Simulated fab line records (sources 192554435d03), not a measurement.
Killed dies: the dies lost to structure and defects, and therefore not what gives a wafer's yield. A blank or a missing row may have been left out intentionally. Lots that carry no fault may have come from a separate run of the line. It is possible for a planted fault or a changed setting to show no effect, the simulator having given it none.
Chamber matching :: flow n5 finfet :: 4 sister chambers for N5_SDB_ETCH_17 on rie diel-04
The step etches SiARC in CF4, target depth 23.4 nm, time 39 s. 18 wafers are shown with their chamber, then 9 later ones without.

== WAFERS PAIRED WITH THEIR CHAMBERS ==
wafer: L074.1
chamber: 0
drypump motor current A (A): 5.7
showerhead plenum p Torr (Torr): 2.21
throttle valve pct (%): 15.58

wafer: L074.4
chamber: 0
drypump motor current A (A): 5.7
showerhead plenum p Torr (Torr): 2.21
throttle valve pct (%): 15.55

wafer: L074.6
chamber: 0
drypump motor current A (A): 5.7
showerhead plenum p Torr (Torr): 2.21
throttle valve pct (%): 15.56

wafer: L075.1
chamber: 1
drypump motor current A (A): 5.9
showerhead plenum p Torr (Torr): 2.05
throttle valve pct (%): 15.40

wafer: L075.4
chamber: 2
drypump motor current A (A): 6.3
showerhead plenum p Torr (Torr): 2.11
throttle valve pct (%): 15.69

wafer: L075.6
chamber: 2
drypump motor current A (A): 6.3
showerhead plenum p Torr (Torr): 2.11
throttle valve pct (%): 15.70

wafer: L080.2
chamber: 0
drypump motor current A (A): 5.7
showerhead plenum p Torr (Torr): 2.21
throttle valve pct (%): 15.58

wafer: L080.3
chamber: 2
drypump motor current A (A): 6.3
showerhead plenum p Torr (Torr): 2.10
throttle valve pct (%): 15.71

wafer: L080.6
chamber: 0
drypump motor current A (A): 5.7
showerhead plenum p Torr (Torr): 2.21
throttle valve pct (%): 15.58

wafer: L081.2
chamber: 3
drypump motor current A (A): 5.1
showerhead plenum p Torr (Torr): 2.16
throttle valve pct (%): 15.70

wafer: L081.3
chamber: 1
drypump motor current A (A): 5.9
showerhead plenum p Torr (Torr): 2.04
throttle valve pct (%): 15.42

wafer: L081.4
chamber: 0
drypump motor current A (A): 5.7
showerhead plenum p Torr (Torr): 2.21
throttle valve pct (%): 15.60

wafer: L083.1
chamber: 1
drypump motor current A (A): 5.8
showerhead plenum p Torr (Torr): 2.04
throttle valve pct (%): 15.44

wafer: L083.5
chamber: 0
drypump motor current A (A): 5.7
showerhead plenum p Torr (Torr): 2.21
throttle valve pct (%): 15.60

wafer: L083.6
chamber: 3
drypump motor current A (A): 5.1
showerhead plenum p Torr (Torr): 2.16
throttle valve pct (%): 15.72

wafer: L088.3
chamber: 1
drypump motor current A (A): 5.8
showerhead plenum p Torr (Torr): 2.04
throttle valve pct (%): 15.46

wafer: L088.4
chamber: 2
drypump motor current A (A): 6.3
showerhead plenum p Torr (Torr): 2.10
throttle valve pct (%): 15.72

wafer: L088.5
chamber: 0
drypump motor current A (A): 5.8
showerhead plenum p Torr (Torr): 2.20
throttle valve pct (%): 15.62

SIGNATURES (means of the wafers above)
reading: drypump motor current A
chamber 0: 5.713
chamber 1: 5.850
chamber 2: 6.300
chamber 3: 5.100
scatter within a chamber: 0.0366

reading: showerhead plenum p Torr
chamber 0: 2.2088
chamber 1: 2.0425
chamber 2: 2.1050
chamber 3: 2.1600
scatter within a chamber: 0.00433

reading: throttle valve pct
chamber 0: 15.5838
chamber 1: 15.4300
chamber 2: 15.7050
chamber 3: 15.7100
scatter within a chamber: 0.0212
Rule: distance of a wafer from a chamber = root of the sum over the readings of ((wafer's reading minus chamber's mean) / reading's scatter) squared. If the next closest chamber is less than 2 further off than the closest, the wafer can't be placed; otherwise it belongs to the closest. How the scatter is found: for the shown wafers, subtract from each reading the mean of its chamber, square and add these, divide the total by (wafers less chambers), then take the root.

== WAFERS WITHOUT THEIR CHAMBER ==
wafer: L089.1
drypump motor current A (A): 6.3
showerhead plenum p Torr (Torr): 2.10
throttle valve pct (%): 15.74

wafer: L089.2
drypump motor current A (A): 5.7
showerhead plenum p Torr (Torr): 2.20
throttle valve pct (%): 15.62

wafer: L089.6
drypump motor current A (A): 5.9
showerhead plenum p Torr (Torr): 2.04
throttle valve pct (%): 15.46

wafer: L094.1
drypump motor current A (A): 6.3
showerhead plenum p Torr (Torr): 2.09
throttle valve pct (%): 15.75

wafer: L094.4
drypump motor current A (A): 5.8
showerhead plenum p Torr (Torr): 2.20
throttle valve pct (%): 15.64

wafer: L094.5
drypump motor current A (A): 6.3
showerhead plenum p Torr (Torr): 2.09
throttle valve pct (%): 15.77

wafer: L095.1
drypump motor current A (A): 6.3
showerhead plenum p Torr (Torr): 2.09
throttle valve pct (%): 15.75

wafer: L095.4
drypump motor current A (A): 5.7
showerhead plenum p Torr (Torr): 2.20
throttle valve pct (%): 15.66

wafer: L095.6
drypump motor current A (A): 5.7
showerhead plenum p Torr (Torr): 2.20
throttle valve pct (%): 15.65

== WHICH CHAMBER EACH WENT THROUGH ==
wafer: L089.1
from the rows above: 2
in truth: 2

wafer: L089.2
from the rows above: 0
in truth: 0

wafer: L089.6
from the rows above: 1
in truth: 1

wafer: L094.1
from the rows above: 2
in truth: 2

wafer: L094.4
from the rows above: 0
in truth: 0

wafer: L094.5
from the rows above: 2
in truth: 2

wafer: L095.1
from the rows above: 2
in truth: 2

wafer: L095.4
from the rows above: 0
in truth: 0

wafer: L095.6
from the rows above: 0
in truth: 0
Correct placement for 9 of the 9. Not placeable from these rows: 0. Number placed wrongly: 0.
